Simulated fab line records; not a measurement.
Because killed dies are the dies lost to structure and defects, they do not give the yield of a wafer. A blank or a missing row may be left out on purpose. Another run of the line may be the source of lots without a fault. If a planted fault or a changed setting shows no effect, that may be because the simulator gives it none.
A lot that was struck, set against a sound lot | flow n5-finfet | 16 out of 1938 route steps
Sound: the wafers L697.1, L697.3, L697.6. Struck: wafer L701.3. (L701.4, L701.6 of the same lot were not struck and are left out.) The cause comes at the end.
Each step with rows lists, per side, the tool, then ch with its chambers, then its first start. Under that, the readings that differ: sound wafers | struck wafers | difference of the means | sigmas: that difference in standard deviations of wafers without a fault.
alike: words and numbers the same on both sides, and readings whose means are apart by under 2 such deviations; not compared: readings that were withheld, readings missing a value for some wafer, numbers with overlapping values and no deviation given by the record, and bounds like >300 which may hide the same value.
The two part at a step that has a row with sigmas, a row that says differs or no value, or rows on one side only. Non-overlapping numbers with no deviation appear without sigmas and do not part them. A reading missing from all wafers of one side parts the sides only when that side holds two or more wafers.

first, 1 step without rows for these wafers: N5_BEOL_M0_WET_ETCH_106 (etches SiO2 in DHF, target depth 130 nm, rinse time 30 s).
N5_BEOL_M0_ETCH_128: etches SiCN in CF4/N2, target depth 12 nm, overetch 5.1 nm, time 21.4 s.
  sound on rie-diel-01 ch 0,2,3, day 8 05:43; struck on rie-diel-01 ch 0, day 9 05:12
  alike: cf4-flow-sccm, drypump-motor-current-A, mfc-ar-sccm, oes-product-au, rf-vpp-V, showerhead-plenum-p-Torr, throttle-valve-pct
  not compared: rf-hours-counter-h
then, 1 step without rows for these wafers: N5_BEOL_M0_TRENCH_ETCH_107 (etches SiOC in C4F6/O2, target depth 32.8 nm, time 16.4 s).
N5_BEOL_M0_STRIP_142: strips in N2/H2, time 10 s.
  sound on rie-diel-01 ch 0,2,3, day 8 05:47; struck on rie-diel-01 ch 0, day 9 05:16
  alike: drypump-motor-current-A, oes-product-au, rf-vpp-V, showerhead-plenum-p-Torr, throttle-valve-pct
  not compared: rf-hours-counter-h
N5_BEOL_M0_OCD_MEAS_108:
  sound on ocd-02, day 8 05:52; struck on ocd-01, day 9 05:21
  alike: trench-depth-nm
then, 2 steps without rows for these wafers: N5_BEOL_M0_HM_STRIP_129 (strips TiN in peroxide tin strip, target depth 17 nm, time 108 s); N5_BEOL_M0_SRD_130 (time 30 s).
N5_BEOL_M0_ETCH_109: etches SiCN in CH3F/O2, target depth 8 nm, overetch 2.4 nm, time 27.4 s.
  sound on rie-diel-03 ch 2,3, day 8 06:19; struck on rie-diel-03 ch 0, day 9 05:32
  reading                         | sound             | struck | difference | sigmas
  mfc-ar-sccm (sccm)              | 150.8 149.9 150.8 | 149.5  | -1.0       | -2
  oes-product-au (a.u.)           | 0.58 0.61 0.60    | 0.80   | +0.20      | +3
  showerhead-plenum-p-Torr (Torr) | 1.89 1.98 1.89    | 2.13   | +0.21      | +2
  throttle-valve-pct (%)          | 16.60 16.17 16.61 | 15.87  | -0.59      | -3
  alike: O2_flow_sccm, drypump-motor-current-A, rf-vpp-V
  not compared: rf-hours-counter-h
then, 2 steps without rows for these wafers: N5_BEOL_M0_STRIP_139 (strips in post etch residue remover, time 60 s); N5_BEOL_M0_SRD_111 (time 30 s).
N5_BEOL_M0_DEGAS_112: time 60 s.
  sound on pvd-sputter-01, day 8 06:29; struck on pvd-sputter-03, day 9 08:16
  alike: heater-power-w, susceptor-temp-C
N5_BEOL_M0_PRE_CLEAN_113: time 30 s.
  sound on pvd-sputter-01, day 8 06:31; struck on pvd-sputter-03, day 9 08:19
  alike: heater-power-w, susceptor-temp-C
N5_BEOL_M0_ALD_136: deposits TaN, pulse time 2 s, purge time 3 s, co reactant purge time 2 s.
  sound on ald-metal-02 ch 1,3, day 8 06:36; struck on ald-metal-02 ch 3, day 9 08:28
  reading    | sound    | struck | difference | sigmas
  ald-cycles | 30 30 30 | 29     | -1         |
  alike: heater-power-w, precursor-vessel-carrier-sccm
  not compared: susceptor-temp-C
after that, 1 step had no rows for these wafers: N5_BEOL_M0_SURFACE_TREAT_137.
-- a jump in the record: the struck wafers' starts before and after are 4 days apart (it breaks off in module BEOL_M0 and resumes in module BEOL_M4, where the first step shown is number 1111 of the route) --
N5_BEOL_M4_RC_MEAS_101:
  sound on prober-02 ch 0, day 12 09:36; struck on prober-02 ch 0, day 13 04:08
  reading        | sound             | struck | difference | sigmas
  DIBL_N (mV/V)  | 36.0 37.2 36.8    | 30.4   | -6.3       | -4
  DIBL_P (mV/V)  | 35.6 36.8 36.5    | 29.5   | -6.8       | -3
  IOFF_N (nA/um) | 0.161 0.173 0.178 | 0.094  | -0.077     | -3
  IOFF_P (nA/um) | 0.21 0.22 0.22    | 0.13   | -0.09      | -3
  SS_N (mV/dec)  | 71.5 72.2 72.2    | 70.3   | -1.7       | -3
  VT_N (mV)      | 245 249 246       | 256    | +9         | +3
  VT_P (mV)      | -248 -250 -249    | -256   | -7         | -2
  alike: ION_N, ION_P, SS_P
-- here the record skips 5 days between the struck wafers' starts before and after, leaving off in module BEOL_M4 and picking up in module PASSIVATION (first step shown: number 1936 of the route) --
N5_PASSIVATION_PROBE_49:
  sound on prober-02, day 16 17:42; struck on prober-02, day 17 23:14
  alike: defect-limited-yield, killed_at_M0_to_M3, killed_at_M4_up, killed-at-contacts, killed-at-front-end, killed-at-other, killed-dies, killed-open, killed-short, sort_bin_5_function, sort_bin_6_memory, sort-n-pass, sort-yield-pct

## WHERE THEY PART
Earliest at N5_BEOL_M0_ETCH_109; latest, in this record, at N5_BEOL_M4_RC_MEAS_101. Later steps at which nothing parts them and some readings are alike: N5_PASSIVATION_PROBE_49.

WHY: the cause the simulator had injected
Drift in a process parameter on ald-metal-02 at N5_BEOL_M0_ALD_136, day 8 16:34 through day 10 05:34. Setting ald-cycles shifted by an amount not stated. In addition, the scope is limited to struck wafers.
